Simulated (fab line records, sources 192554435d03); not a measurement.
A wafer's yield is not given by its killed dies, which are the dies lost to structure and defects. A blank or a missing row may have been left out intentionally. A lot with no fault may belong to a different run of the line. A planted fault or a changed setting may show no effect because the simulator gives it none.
Chamber matching    flow n5 finfet    N5_BEOL_M11_ALD_74 on ald metal-02 has 4 sister chambers
The step deposits TaN, target thk 2 nm, pulse time 2 s, purge time 3 s. 4 wafers are shown with their chamber, then 7 later ones without.

## EACH WAFER AND ITS CHAMBER
wafer   chamber  heater power w (W)
L087.2  0        401
L087.5  2        437
L092.2  1        390
L092.5  3        460

## WAFERS MISSING THEIR CHAMBER
wafer   heater power w (W)
L092.6  383
L094.1  404
L094.2  404
L094.3  426
L097.1  469
L097.3  441
L097.6  428

## THE CHAMBER EACH PASSED THROUGH
wafer   from the rows above      in truth
L092.6  can't be placed: 1 or 0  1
L094.1  can't be placed: 0 or 1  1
L094.2  can't be placed: 0 or 1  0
L094.3  can't be placed: 2 or 0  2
L097.1  3                        3
L097.3  2                        2
L097.6  2                        2
3 of 7 placed correctly. Cannot be placed on the basis of these rows: 4; the candidates contain the true chamber in 4. Wrongly placed: 0.
How it was worked out, from the rows above alone: a wafer's distance from a chamber is the root of the sum, over the readings, of the square of ((its reading less the chamber's mean) divided by the reading's scatter). If the next closest chamber is less than 2 further off than the closest, the wafer can't be placed; otherwise it belongs to the closest. The mean given for a chamber averages the wafers shown for that chamber. The scatter (one wafer shown for each chamber): square how far every hidden wafer sits from the nearest shown wafer, average those squares and take the square root.
